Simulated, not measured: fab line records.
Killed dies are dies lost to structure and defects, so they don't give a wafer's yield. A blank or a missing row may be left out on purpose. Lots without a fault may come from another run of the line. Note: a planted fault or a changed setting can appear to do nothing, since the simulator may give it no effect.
What tool caused it? + flow nand harc + 66 wafers from 22 lots sampled at 6 of the route's 1159 steps

WHAT THE GAUGES SHOWED, per wafer
No reading from a measuring or inspecting step in the record can be judged against a usual standard deviation.

EACH LOT AND THE TOOL THAT RAN IT (in order: tool; ch and the chambers of the sampled wafers; start)
| lot  | NHARC_A_STAIRCASE_ETCH_253         | NHARC_A_STAIRCASE_ETCHBACK_422     | NHARC_A_STAIRCASE_STRIP_475                   | NHARC_A_SGD_CUT_ETCH_16                       | NHARC_A_SGD_CUT_STRIP_17                      | NHARC_A_SGD_CUT_ETCHBACK_24        |
|------|------------------------------------|------------------------------------|-----------------------------------------------|-----------------------------------------------|-----------------------------------------------|------------------------------------|
| L076 | rie diel-05 ch 0,1,3, day 11 16:12 | rie diel-05 ch 1,2,3, day 14 00:47 | rie diel-06 ch 0,1,2, day 14 08:55 or earlier | rie diel-08 ch 0,2,3, day 14 08:55 or earlier | rie diel-08 ch 0,1,2, day 14 08:55 or earlier | rie diel-13 ch 0,1,2, day 14 08:55 |
| L075 | rie diel-06 ch 0,1,3, day 11 16:51 | rie diel-04 ch 0,1,3, day 14 00:29 | rie diel-04 ch 1,2,3, day 14 08:53 or earlier | rie diel-07 ch 1,2,3, day 14 08:53 or earlier | rie diel-07 ch 1,2,3, day 14 08:53 or earlier | rie diel-07 ch 0,1,3, day 14 08:53 |
| L077 | rie diel-05 ch 0,1,3, day 12 02:13 | rie diel-04 ch 1,2,3, day 14 10:58 | rie diel-05 ch 0,1, day 14 17:55 or earlier   | rie diel-13 ch 0,1,2, day 14 17:55 or earlier | rie diel-13 ch 0,3, day 14 17:55 or earlier   | rie diel-08 ch 1,3, day 14 17:55   |
| L078 | rie diel-04 ch 0,1,2, day 12 02:38 | rie diel-05 ch 0,3, day 14 09:38   | rie diel-05 ch 0,1,2, day 14 17:48 or earlier | rie diel-07 ch 0,1, day 14 17:48 or earlier   | rie diel-07 ch 0,1,3, day 14 17:48 or earlier | rie diel-07 ch 1,2,3, day 14 17:48 |
| L079 | rie diel-06 ch 1,3, day 12 02:47   | rie diel-05 ch 0,3, day 14 09:32   | rie diel-05 ch 1,2, day 14 17:47 or earlier   | rie diel-08 ch 0,1,2, day 14 17:47 or earlier | rie diel-08 ch 0,2,3, day 14 17:47 or earlier | rie diel-08 ch 1,3, day 14 17:47   |
| L080 | rie diel-04 ch 0,2,3, day 12 18:12 | rie diel-06 ch 1,2, day 14 23:23   | rie diel-04 ch 0,1,2, day 15 07:47 or earlier | rie diel-13 ch 1,2,3, day 15 07:47 or earlier | rie diel-13 ch 1,2,3, day 15 07:47 or earlier | rie diel-08 ch 0,1,3, day 15 07:47 |
| L082 | rie diel-05 ch 1,2, day 12 18:53   | rie diel-05 ch 0,2, day 14 23:35   | rie diel-04 ch 0,1, day 15 07:49 or earlier   | rie diel-07 ch 0,2,3, day 15 07:49 or earlier | rie diel-07 ch 0,3, day 15 07:49 or earlier   | rie diel-07 ch 2,3, day 15 07:49   |
| L081 | rie diel-06 ch 1,2,3, day 13 02:04 | rie diel-04 ch 1,2,3, day 15 12:19 | rie diel-04 ch 1,3, day 15 20:33 or earlier   | rie diel-07 ch 0,1,3, day 15 20:33 or earlier | rie diel-07 ch 0,2,3, day 15 20:33 or earlier | rie diel-13 ch 1,2, day 15 20:33   |
| L083 | rie diel-05 ch 0,1,3, day 13 14:07 | rie diel-05 ch 2,3, day 16 01:24   | rie diel-05 ch 1,2, day 16 11:44 or earlier   | rie diel-07 ch 1,2, day 16 11:44 or earlier   | rie diel-07 ch 2,3, day 16 11:44 or earlier   | rie diel-07 ch 0,1,3, day 16 11:44 |
| L084 | rie diel-04 ch 1,2, day 13 15:14   | rie diel-04 ch 1,2, day 16 01:19   | rie diel-04 ch 0,2, day 16 11:43 or earlier   | rie diel-13 ch 0,3, day 16 11:43 or earlier   | rie diel-13 ch 1,2, day 16 11:43 or earlier   | rie diel-08 ch 0,1,2, day 16 11:43 |
| L085 | rie diel-04 ch 0,1,2, day 14 15:19 | rie diel-04 ch 1,2,3, day 16 21:34 | rie diel-04 ch 1,2, day 17 06:05 or earlier   | rie diel-13 ch 2,3, day 17 06:05 or earlier   | rie diel-13 ch 2,3, day 17 06:05 or earlier   | rie diel-13 ch 0,1,2, day 17 06:05 |
| L087 | rie diel-05 ch 0,1,2, day 14 16:29 | rie diel-04 ch 0,1,2, day 16 21:28 | rie diel-04 ch 0,1,2, day 17 06:05 or earlier | rie diel-13 ch 0,1,3, day 17 06:05 or earlier | rie diel-13 ch 0,1,3, day 17 06:05 or earlier | rie diel-07 ch 0,1,2, day 17 06:05 |
| L088 | rie diel-06 ch 1,3, day 14 19:37   | rie diel-06 ch 1,2,3, day 16 23:13 | rie diel-04 ch 0,3, day 17 06:11 or earlier   | rie diel-07 ch 0,1, day 17 06:11 or earlier   | rie diel-07 ch 0,1,2, day 17 06:11 or earlier | rie diel-13 ch 0,1,2, day 17 06:11 |
| L086 | rie diel-04 ch 0,1, day 14 21:13   | rie diel-05 ch 0,1,2, day 17 00:59 | rie diel-04 ch 1,2,3, day 17 04:21 or earlier | rie diel-08 ch 2,3, day 17 04:21              | rie diel-08 ch 2,3, day 17 11:04 or earlier   | rie diel-08 ch 2,3, day 17 11:04   |
| L089 | rie diel-05 ch 1,2, day 15 04:43   | rie diel-05 ch 0,1,2, day 17 10:53 | rie diel-05 ch 0,1, day 17 19:53 or earlier   | rie diel-08 ch 0,1,2, day 17 19:53 or earlier | rie diel-08 ch 0,1,3, day 17 19:53 or earlier | rie diel-13 ch 0,1, day 17 19:53   |
| L091 | rie diel-04 ch 0,2,3, day 15 09:39 | rie diel-06 ch 1,2,3, day 17 14:37 | rie diel-04 ch 0,2,3, day 18 01:49 or earlier | rie diel-08 ch 0,1,3, day 18 01:49 or earlier | rie diel-08 ch 0,2,3, day 18 01:49 or earlier | rie diel-08 ch 0,1,2, day 18 01:49 |
| L090 | rie diel-06 ch 0,3, day 15 09:50   | rie diel-05 ch 0,2,3, day 17 14:51 | rie diel-05 ch 1,2,3, day 18 01:42 or earlier | rie diel-13 ch 0,3, day 18 01:42 or earlier   | rie diel-13 ch 0,3, day 18 01:42 or earlier   | rie diel-13 ch 0,1,3, day 18 01:42 |
| L093 | rie diel-06 ch 0,3, day 15 17:55   | rie diel-05 ch 0,2,3, day 18 03:58 | rie diel-05 ch 0,1,3, day 18 12:06 or earlier | rie diel-13 ch 0,3, day 18 12:06 or earlier   | rie diel-13 ch 0,1, day 18 12:06 or earlier   | rie diel-08 ch 0,2,3, day 18 12:06 |
| L092 | rie diel-04 ch 0,2,3, day 15 20:57 | rie diel-04 ch 1,2,3, day 18 17:42 | rie diel-05 ch 0,1,3, day 19 03:23 or earlier | rie diel-13 ch 0,2,3, day 19 03:23 or earlier | rie diel-13 ch 1,2,3, day 19 03:23 or earlier | rie diel-08 ch 0,1,3, day 19 03:23 |
| L095 | rie diel-06 ch 0,2, day 16 11:45   | rie diel-04 ch 0,1,2, day 19 07:46 | rie diel-05 ch 1,3, day 19 16:09 or earlier   | rie diel-08 ch 1,2, day 19 16:09 or earlier   | rie diel-08 ch 0,1,3, day 19 16:09 or earlier | rie diel-08 ch 1,2, day 19 16:09   |
| L096 | rie diel-04 ch 0,2,3, day 17 02:07 | rie diel-04 ch 1,2,3, day 19 18:07 | rie diel-04 ch 2,3, day 19 18:44              | rie diel-13 ch 0,1,2, day 19 21:05 or earlier | rie diel-07 ch 0,2,3, day 19 21:05            | rie diel-08 ch 2,3, day 20 02:15   |
| L097 | rie diel-06 ch 0,1,3, day 17 06:13 | rie diel-05 ch 0,1,2, day 19 18:34 | rie diel-04 ch 1,2,3, day 19 19:08            | rie diel-08 ch 2,3, day 20 02:23 or earlier   | rie diel-08 ch 0,1,2, day 20 02:23 or earlier | rie diel-07 ch 0,1,2, day 20 02:23 |
- NHARC_A_STAIRCASE_ETCH_253: etches the open film in C4F8/O2, target depth 50 nm, time 20.2 s.
- NHARC_A_STAIRCASE_ETCHBACK_422: etches the open film in CH3F/O2, target depth 40 nm, time 74.286 s.
- NHARC_A_STAIRCASE_STRIP_475: strips in O2, time 20 s.
- NHARC_A_SGD_CUT_ETCH_16: etches the open film in C4F8/O2/Ar, target depth 310.5 nm, time 155.2 s.
- NHARC_A_SGD_CUT_STRIP_17: strips in O2.
- NHARC_A_SGD_CUT_ETCHBACK_24: etches the open film in CH3F/O2, target depth 50 nm, time 92.857 s.

WHAT THE TOOLS THEMSELVES READ (means of the sampled wafers that have a number; where no wafer has one, the mark that the record gives instead)
NHARC_A_STAIRCASE_ETCH_253. Usual: oes product au 0.954 a.u., standard deviation 0.021; rf vpp V 895 V, standard deviation 5.8.
| lot  | tool        | oes product au (a.u.) | rf vpp V (V) | flag |
|------|-------------|-----------------------|--------------|------|
| L076 | rie diel-05 | 0.911                 | 897          |      |
| L075 | rie diel-06 | 0.936                 | 896          |      |
| L077 | rie diel-05 | 0.967                 | 896          |      |
| L078 | rie diel-04 | 0.940                 | 898          |      |
| L079 | rie diel-06 | 0.942                 | 898          |      |
| L080 | rie diel-04 | 0.965                 | 893          |      |
| L082 | rie diel-05 | 0.936                 | 896          |      |
| L081 | rie diel-06 | 0.931                 | 897          |      |
| L083 | rie diel-05 | 0.972                 | 896          |      |
| L084 | rie diel-04 | 0.968                 | 897          |      |
| L085 | rie diel-04 | 0.978                 | 896          |      |
| L087 | rie diel-05 | 0.928                 | 896          |      |
| L088 | rie diel-06 | 0.952                 | 900          |      |
| L086 | rie diel-04 | 0.957                 | 895          |      |
| L089 | rie diel-05 | 0.968                 | 899          |      |
| L091 | rie diel-04 | 0.934                 | 893          |      |
| L090 | rie diel-06 | 0.945                 | 897          |      |
| L093 | rie diel-06 | 0.974                 | 892          |      |
| L092 | rie diel-04 | 0.961                 | 893          |      |
| L095 | rie diel-06 | 0.962                 | 888          |      |
| L096 | rie diel-04 | 0.964                 | 892          |      |
| L097 | rie diel-06 | 0.951                 | 895          |      |

NHARC_A_STAIRCASE_ETCHBACK_422. Usual: drypump motor current A 5.62 A, standard deviation 0.25; oes product au 0.96 a.u., standard deviation 0.038; rf vpp V 244.4 V, standard deviation 1.9; showerhead plenum p Torr 2.46 Torr, standard deviation 0.12; throttle valve pct 20.662 %, standard deviation 0.0086.
| lot  | tool        | drypump motor current A (A) | oes product au (a.u.) | rf vpp V (V) | showerhead plenum p Torr (Torr) | throttle valve pct (%) | flag |
|------|-------------|-----------------------------|-----------------------|--------------|---------------------------------|------------------------|------|
| L076 | rie diel-05 | 5.53                        | 1.01                  | 247.2        | 2.55                            | 20.668                 |      |
| L075 | rie diel-04 | 5.67                        | 0.99                  | 244.5        | 2.46                            | 20.655                 |      |
| L077 | rie diel-04 | 5.50                        | 0.97                  | 244.4        | 2.46                            | 20.660                 |      |
| L078 | rie diel-05 | 5.54                        | 0.92                  | 243.8        | 2.43                            | 20.664                 |      |
| L079 | rie diel-05 | 5.47                        | 0.99                  | 246.1        | 2.54                            | 20.664                 |      |
| L080 | rie diel-06 | 6.09                        | 0.91                  | 243.7        | 2.43                            | 20.668                 |      |
| L082 | rie diel-05 | 5.69                        | 0.93                  | 244.4        | 2.50                            | 20.658                 |      |
| L081 | rie diel-04 | 5.51                        | 0.93                  | 245.0        | 2.46                            | 20.660                 |      |
| L083 | rie diel-05 | 5.50                        | 1.02                  | 247.1        | 2.61                            | 20.658                 |      |
| L084 | rie diel-04 | 5.62                        | 0.98                  | 245.3        | 2.47                            | 20.664                 |      |
| L085 | rie diel-04 | 5.52                        | 0.93                  | 244.9        | 2.45                            | 20.664                 |      |
| L087 | rie diel-04 | 5.77                        | 1.00                  | 244.2        | 2.47                            | 20.669                 |      |
| L088 | rie diel-06 | 5.97                        | 0.97                  | 245.1        | 2.45                            | 20.653                 |      |
| L086 | rie diel-05 | 5.59                        | 0.99                  | 244.1        | 2.44                            | 20.658                 |      |
| L089 | rie diel-05 | 5.59                        | 1.00                  | 243.2        | 2.44                            | 20.661                 |      |
| L091 | rie diel-06 | 5.97                        | 0.92                  | 243.3        | 2.45                            | 20.655                 |      |
| L090 | rie diel-05 | 5.59                        | 0.94                  | 245.2        | 2.51                            | 20.662                 |      |
| L093 | rie diel-05 | 5.57                        | 1.01                  | 244.4        | 2.51                            | 20.658                 |      |
| L092 | rie diel-04 | 5.51                        | 0.92                  | 243.8        | 2.45                            | 20.665                 |      |
| L095 | rie diel-04 | 5.77                        | 0.93                  | 243.8        | 2.46                            | 20.663                 |      |
| L096 | rie diel-04 | 5.51                        | 1.01                  | 245.1        | 2.44                            | 20.662                 |      |
| L097 | rie diel-05 | 5.58                        | 0.92                  | 243.9        | 2.43                            | 20.659                 |      |

NHARC_A_STAIRCASE_STRIP_475. Usual: drypump motor current A 5.61 A, standard deviation 0.25; oes product au 1.004 a.u., standard deviation 0.013; rf vpp V 57.8 V, standard deviation 0.88; showerhead plenum p Torr 3.52 Torr, standard deviation 0.16; throttle valve pct 17.034 %, standard deviation 0.0091.
| lot  | tool        | drypump motor current A (A) | oes product au (a.u.) | rf vpp V (V) | showerhead plenum p Torr (Torr) | throttle valve pct (%) | flag |
|------|-------------|-----------------------------|-----------------------|--------------|---------------------------------|------------------------|------|
| L076 | rie diel-06 | 5.86                        | 0.992                 | 57.4         | 3.40                            | 17.036                 |      |
| L075 | rie diel-04 | 5.52                        | 1.006                 | 57.6         | 3.54                            | 17.031                 |      |
| L077 | rie diel-05 | 5.49                        | 0.998                 | 57.8         | 3.44                            | 17.039                 |      |
| L078 | rie diel-05 | 5.61                        | 1.012                 | 57.6         | 3.51                            | 17.035                 |      |
| L079 | rie diel-05 | 5.53                        | 1.009                 | 58.0         | 3.55                            | 17.030                 |      |
| L080 | rie diel-04 | 5.78                        | 1.009                 | 58.0         | 3.55                            | 17.042                 |      |
| L082 | rie diel-04 | 5.85                        | 1.011                 | 58.1         | 3.65                            | 17.032                 |      |
| L081 | rie diel-04 | 5.60                        | 1.008                 | 58.0         | 3.63                            | 17.032                 |      |
| L083 | rie diel-05 | 5.64                        | 1.012                 | 58.4         | 3.62                            | 17.028                 |      |
| L084 | rie diel-04 | 5.70                        | 0.995                 | 57.8         | 3.44                            | 17.042                 |      |
| L085 | rie diel-04 | 5.69                        | 1.002                 | 58.2         | 3.65                            | 17.038                 |      |
| L087 | rie diel-04 | 5.78                        | 1.011                 | 57.1         | 3.54                            | 17.043                 |      |
| L088 | rie diel-04 | 5.76                        | 1.002                 | 57.1         | 3.40                            | 17.032                 |      |
| L086 | rie diel-04 | 5.52                        | 1.001                 | 58.3         | 3.52                            | 17.032                 |      |
| L089 | rie diel-05 | 5.49                        | 0.985                 | 56.7         | 3.42                            | 17.034                 |      |
| L091 | rie diel-04 | 5.59                        | 0.995                 | 58.0         | 3.41                            | 17.034                 |      |
| L090 | rie diel-05 | 5.54                        | 1.013                 | 58.0         | 3.64                            | 17.031                 |      |
| L093 | rie diel-05 | 5.49                        | 1.005                 | 57.7         | 3.52                            | 17.034                 |      |
| L092 | rie diel-05 | 5.48                        | 1.005                 | 57.4         | 3.52                            | 17.024                 |      |
| L095 | rie diel-05 | 5.41                        | 1.010                 | 58.2         | 3.55                            | 17.028                 |      |
| L096 | rie diel-04 | 5.34                        | 1.006                 | 58.0         | 3.39                            | 17.045                 |      |
| L097 | rie diel-04 | 5.51                        | 0.999                 | 58.0         | 3.51                            | 17.034                 |      |

NHARC_A_SGD_CUT_ETCH_16. Usual: oes product au 0.968 a.u., standard deviation 0.017; rf vpp V 726 V, standard deviation 3.6.
| lot  | tool        | oes product au (a.u.) | rf vpp V (V) | flag |
|------|-------------|-----------------------|--------------|------|
| L076 | rie diel-08 | 0.979                 | 722          |      |
| L075 | rie diel-07 | 0.960                 | 723          |      |
| L077 | rie diel-13 | 0.975                 | 728          |      |
| L078 | rie diel-07 | 0.983                 | 722          |      |
| L079 | rie diel-08 | 0.973                 | 726          |      |
| L080 | rie diel-13 | 0.990                 | 728          |      |
| L082 | rie diel-07 | 0.953                 | 724          |      |
| L081 | rie diel-07 | 0.983                 | 723          |      |
| L083 | rie diel-07 | 0.968                 | 722          |      |
| L084 | rie diel-13 | 0.939                 | 728          |      |
| L085 | rie diel-13 | 0.953                 | 730          |      |
| L087 | rie diel-13 | 0.942                 | 728          |      |
| L088 | rie diel-07 | 0.960                 | 721          |      |
| L086 | rie diel-08 | 0.968                 | 725          |      |
| L089 | rie diel-08 | 0.955                 | 726          |      |
| L091 | rie diel-08 | 0.983                 | 722          |      |
| L090 | rie diel-13 | 0.972                 | 729          |      |
| L093 | rie diel-13 | 0.967                 | 728          |      |
| L092 | rie diel-13 | 0.972                 | 728          |      |
| L095 | rie diel-08 | 0.964                 | 727          |      |
| L096 | rie diel-13 | 0.974                 | 727          |      |
| L097 | rie diel-08 | 0.974                 | 720          |      |

NHARC_A_SGD_CUT_STRIP_17. Usual: drypump motor current A 5.6 A, standard deviation 0.41; oes product au 0.999 a.u., standard deviation 0.012; rf vpp V 57.9 V, standard deviation 0.8; showerhead plenum p Torr 3.60 Torr, standard deviation 0.12; throttle valve pct 17.035 %, standard deviation 0.0091.
| lot  | tool        | drypump motor current A (A) | oes product au (a.u.) | rf vpp V (V) | showerhead plenum p Torr (Torr) | throttle valve pct (%) | flag |
|------|-------------|-----------------------------|-----------------------|--------------|---------------------------------|------------------------|------|
| L076 | rie diel-08 | 5.4                         | 0.998                 | 57.8         | 3.62                            | 17.039                 |      |
| L075 | rie diel-07 | 5.3                         | 0.995                 | 57.9         | 3.52                            | 17.039                 |      |
| L077 | rie diel-13 | 6.2                         | 1.002                 | 58.1         | 3.71                            | 17.025                 |      |
| L078 | rie diel-07 | 5.4                         | 1.002                 | 57.2         | 3.49                            | 17.026                 |      |
| L079 | rie diel-08 | 5.3                         | 1.005                 | 57.3         | 3.52                            | 17.034                 |      |
| L080 | rie diel-13 | 5.9                         | 1.008                 | 57.9         | 3.71                            | 17.039                 |      |
| L082 | rie diel-07 | 5.4                         | 0.999                 | 57.8         | 3.53                            | 17.034                 |      |
| L081 | rie diel-07 | 5.4                         | 1.005                 | 58.1         | 3.56                            | 17.037                 |      |
| L083 | rie diel-07 | 5.4                         | 1.004                 | 58.7         | 3.55                            | 17.032                 |      |
| L084 | rie diel-13 | 5.6                         | 1.001                 | 58.3         | 3.70                            | 17.048                 |      |
| L085 | rie diel-13 | 6.1                         | 0.998                 | 57.6         | 3.73                            | 17.031                 |      |
| L087 | rie diel-13 | 6.0                         | 1.010                 | 57.1         | 3.70                            | 17.033                 |      |
| L088 | rie diel-07 | 5.4                         | 0.998                 | 58.4         | 3.52                            | 17.044                 |      |
| L086 | rie diel-08 | 5.0                         | 0.996                 | 57.5         | 3.44                            | 17.032                 |      |
| L089 | rie diel-08 | 5.5                         | 0.999                 | 58.4         | 3.51                            | 17.038                 |      |
| L091 | rie diel-08 | 5.2                         | 0.997                 | 57.9         | 3.52                            | 17.032                 |      |
| L090 | rie diel-13 | 6.1                         | 0.992                 | 57.5         | 3.71                            | 17.036                 |      |
| L093 | rie diel-13 | 5.8                         | 1.012                 | 58.2         | 3.68                            | 17.032                 |      |
| L092 | rie diel-13 | 5.9                         | 1.002                 | 58.2         | 3.71                            | 17.044                 |      |
| L095 | rie diel-08 | 5.5                         | 0.996                 | 57.1         | 3.50                            | 17.047                 |      |
| L096 | rie diel-07 | 5.4                         | 0.997                 | 58.1         | 3.55                            | 17.037                 |      |
| L097 | rie diel-08 | 5.3                         | 0.995                 | 57.7         | 3.61                            | 17.036                 |      |

NHARC_A_SGD_CUT_ETCHBACK_24. Usual: drypump motor current A 5.5 A, standard deviation 0.43; oes product au 0.96 a.u., standard deviation 0.038; rf vpp V 244.9 V, standard deviation 1.5; showerhead plenum p Torr 2.50 Torr, standard deviation 0.091; throttle valve pct 20.663 %, standard deviation 0.0096.
| lot  | tool        | drypump motor current A (A) | oes product au (a.u.) | rf vpp V (V) | showerhead plenum p Torr (Torr) | throttle valve pct (%) | flag |
|------|-------------|-----------------------------|-----------------------|--------------|---------------------------------|------------------------|------|
| L076 | rie diel-13 | 5.8                         | 0.99                  | 246.8        | 2.58                            | 20.661                 |      |
| L075 | rie diel-07 | 5.4                         | 0.92                  | 244.3        | 2.43                            | 20.658                 |      |
| L077 | rie diel-08 | 5.2                         | 0.99                  | 242.6        | 2.38                            | 20.666                 |      |
| L078 | rie diel-07 | 5.3                         | 0.92                  | 243.3        | 2.45                            | 20.664                 |      |
| L079 | rie diel-08 | 5.2                         | 0.92                  | 243.4        | 2.39                            | 20.655                 |      |
| L080 | rie diel-08 | 5.4                         | 0.99                  | 244.1        | 2.44                            | 20.657                 |      |
| L082 | rie diel-07 | 5.3                         | 0.92                  | 244.6        | 2.50                            | 20.656                 |      |
| L081 | rie diel-13 | 5.6                         | 1.01                  | 246.5        | 2.58                            | 20.669                 |      |
| L083 | rie diel-07 | 5.4                         | 0.93                  | 244.0        | 2.43                            | 20.667                 |      |
| L084 | rie diel-08 | 5.3                         | 0.98                  | 245.1        | 2.52                            | 20.671                 |      |
| L085 | rie diel-13 | 5.7                         | 0.92                  | 246.2        | 2.57                            | 20.677                 |      |
| L087 | rie diel-07 | 5.4                         | 0.99                  | 244.1        | 2.45                            | 20.660                 |      |
| L088 | rie diel-13 | 5.8                         | 0.99                  | 246.0        | 2.57                            | 20.663                 |      |
| L086 | rie diel-08 | 4.9                         | 0.91                  | 244.9        | 2.47                            | 20.657                 |      |
| L089 | rie diel-13 | 5.9                         | 1.00                  | 246.1        | 2.57                            | 20.671                 |      |
| L091 | rie diel-08 | 5.3                         | 0.93                  | 245.7        | 2.52                            | 20.672                 |      |
| L090 | rie diel-13 | 6.0                         | 0.93                  | 244.8        | 2.58                            | 20.663                 |      |
| L093 | rie diel-08 | 5.3                         | 1.00                  | 244.2        | 2.45                            | 20.658                 |      |
| L092 | rie diel-08 | 5.4                         | 0.93                  | 244.3        | 2.44                            | 20.655                 |      |
| L095 | rie diel-08 | 5.0                         | 0.92                  | 244.6        | 2.54                            | 20.665                 |      |
| L096 | rie diel-08 | 5.0                         | 0.93                  | 244.6        | 2.47                            | 20.658                 |      |
| L097 | rie diel-07 | 5.4                         | 1.00                  | 244.3        | 2.45                            | 20.665                 |      |

THE ANSWER, worked out from the rows above alone
Rule: a lot counts as off when the mean over its wafers that have a number is more than 3 standard deviations away from the usual mean. Also off: a lot with no number at a reading for which 4 or more lots have one. Any other lot the step has rows for is counted as sound. First the gauges in route order, then the tools' own readings, where a lot's mean is used as printed above. The first step at which some lot is off is used, and at that step the reading that is off furthest; a lot without a number counts as furthest.
None of the lots is off at any reading shown; this tells nothing.

WHAT THE SIMULATOR PUT IN
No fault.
